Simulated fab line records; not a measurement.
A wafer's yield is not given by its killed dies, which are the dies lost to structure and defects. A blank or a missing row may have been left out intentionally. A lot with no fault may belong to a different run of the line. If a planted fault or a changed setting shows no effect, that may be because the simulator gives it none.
The tool behind it: which one? / flow n5_finfet / 72 wafers from 24 lots sampled at 2 of the route's 1938 steps

== WHAT EACH GAUGE READ, for each wafer ==
N5_BEOL_M5_THK_MEAS_01.
lot=L074; measured=day 8 10:04; on=film_metro-01; M5_ILD_THK (nm)=120.2 120.0 119.9
lot=L075; measured=day 8 18:48; on=film_metro-02; M5_ILD_THK (nm)=120.1 120.0 121.7
lot=L076; measured=day 9 03:02; on=film_metro-02; M5_ILD_THK (nm)=120.2 120.2 121.5
lot=L077; measured=day 9 06:49; on=film_metro-01; M5_ILD_THK (nm)=121.6 122.2 124.9
lot=L078; measured=day 9 07:01; on=film_metro-02; M5_ILD_THK (nm)=120.0 119.6 119.7
lot=L080; measured=day 9 21:52; on=film_metro-01; M5_ILD_THK (nm)=121.2 122.1 124.3
lot=L081; measured=day 9 22:55; on=film_metro-01; M5_ILD_THK (nm)=118.0 123.8 119.7
lot=L079; measured=day 10 01:47; on=film_metro-01; M5_ILD_THK (nm)=119.5 119.1 121.9
lot=L083; measured=day 10 14:05; on=film_metro-02; M5_ILD_THK (nm)=118.7 119.8 122.6
lot=L082; measured=day 10 17:17; on=film_metro-01; M5_ILD_THK (nm)=118.1 124.0 119.5
lot=L084; measured=day 11 07:20; on=film_metro-02; M5_ILD_THK (nm)=124.0 125.2 123.5
lot=L086; measured=day 11 09:09; on=film_metro-01; M5_ILD_THK (nm)=117.2 121.8 123.7
lot=L085; measured=day 11 12:20; on=film_metro-01; M5_ILD_THK (nm)=122.2 124.4 123.3
lot=L087; measured=day 11 23:54; on=film_metro-01; M5_ILD_THK (nm)=120.0 121.5 122.0
lot=L089; measured=day 12 03:20; on=film_metro-02; M5_ILD_THK (nm)=120.0 120.2 121.9
lot=L088; measured=day 12 03:44; on=film_metro-01; M5_ILD_THK (nm)=117.4 121.0 120.7
lot=L090; measured=day 12 05:16; on=film_metro-01; M5_ILD_THK (nm)=120.7 119.1 122.9
lot=L091; measured=day 12 22:22; on=film_metro-01; M5_ILD_THK (nm)=120.6 122.0 123.8
lot=L092; measured=day 13 06:59; on=film_metro-02; M5_ILD_THK (nm)=117.9 119.4 120.8
lot=L093; measured=day 13 07:41; on=film_metro-01; M5_ILD_THK (nm)=120.1 119.7 121.1
lot=L095; measured=day 13 23:08; on=film_metro-02; M5_ILD_THK (nm)=120.8 123.3 119.6
lot=L094; measured=day 13 23:37; on=film_metro-02; M5_ILD_THK (nm)=116.7 120.5 119.4
lot=L096; measured=day 14 03:55; on=film_metro-02; M5_ILD_THK (nm)=119.3 119.4 123.3
lot=L097; measured=day 14 06:20; on=film_metro-02; M5_ILD_THK (nm)=121.1 118.2 121.3

N5_BEOL_M5_INSPECT_30: inspects for defects (brightfield).
lot=L074; measured=day 8 13:25; on=defect_inspect-02; raw_defect_count=390 415 368
lot=L075; measured=day 8 21:25; on=defect_inspect-02; raw_defect_count=331 474 355
lot=L076; measured=day 9 08:50; on=defect_inspect-02; raw_defect_count=486 255 368
lot=L077; measured=day 9 08:53; on=defect_inspect-01; raw_defect_count=322 365 311
lot=L078; measured=day 9 08:56; on=defect_inspect-01; raw_defect_count=667 425 508
lot=L080; measured=day 10 00:50; on=defect_inspect-01; raw_defect_count=374 715 439
lot=L081; measured=day 10 01:07; on=defect_inspect-02; raw_defect_count=557 504 567
lot=L079; measured=day 10 03:37; on=defect_inspect-01; raw_defect_count=410 546 462
lot=L083; measured=day 10 16:41; on=defect_inspect-01; raw_defect_count=250 277 302
lot=L082; measured=day 10 19:29; on=defect_inspect-01; raw_defect_count=559 450 617
lot=L084; measured=day 11 09:53; on=defect_inspect-02; raw_defect_count=491 333 407
lot=L086; measured=day 11 12:08; on=defect_inspect-02; raw_defect_count=397 306 453
lot=L085; measured=day 11 15:32; on=defect_inspect-01; raw_defect_count=329 270 320
lot=L087; measured=day 12 03:41; on=defect_inspect-01; raw_defect_count=474 480 598
lot=L089; measured=day 12 06:59; on=defect_inspect-01; raw_defect_count=376 311 391
lot=L088; measured=day 12 07:09; on=defect_inspect-02; raw_defect_count=379 358 410
lot=L090; measured=day 12 09:58; on=defect_inspect-02; raw_defect_count=382 513 349
lot=L091; measured=day 13 00:37; on=defect_inspect-01; raw_defect_count=420 536 385
lot=L092; measured=day 13 09:32; on=defect_inspect-01; raw_defect_count=406 341 330
lot=L093; measured=day 13 09:19; on=defect_inspect-01; raw_defect_count=313 352 526
lot=L095; measured=day 14 01:04; on=defect_inspect-01; raw_defect_count=440 555 599
lot=L094; measured=day 14 02:57; on=defect_inspect-01; raw_defect_count=332 299 219
lot=L096; measured=day 14 11:23; on=defect_inspect-01; raw_defect_count=377 491 323
lot=L097; measured=day 14 11:11; on=defect_inspect-01; raw_defect_count=438 445 410

== WHICH TOOL RAN EACH LOT (tool, then ch and the chambers of the sampled wafers, then the start) ==
The record shows no process step preceding these readings.

== AS READ BY THE TOOLS THEMSELVES (means over the sampled wafers that have a number; for cases with no such wafer, the mark the record gives instead) ==
The record holds no such reading with a usual standard deviation.

== THE ANSWER, worked out from the rows above alone ==
Rule: usual is defined by the lots themselves. Put in order of their means at a reading, lots are off if they are a third of the lots or fewer, leave a main group of 4 or more, and stand apart from it by a gap of 3 or more times the standard deviation of the main group's means; of several such gaps the widest counts. Not used: any main group whose means are identical at the precision the tables above print for the reading. A lot without any number at a reading at which 4 lots or more have one is off too. Any other lot the step has rows for is counted as sound. Order of review: gauges by route order, followed by the tools' own readings, for which a lot's mean as printed above is used. The first step at which some lot is off is used, and at that step the reading that is off furthest; a lot without a number counts as furthest.
Nothing can be told from this: no lot is off at any reading shown.

== WHAT HAD BEEN PUT IN BY THE SIMULATOR ==
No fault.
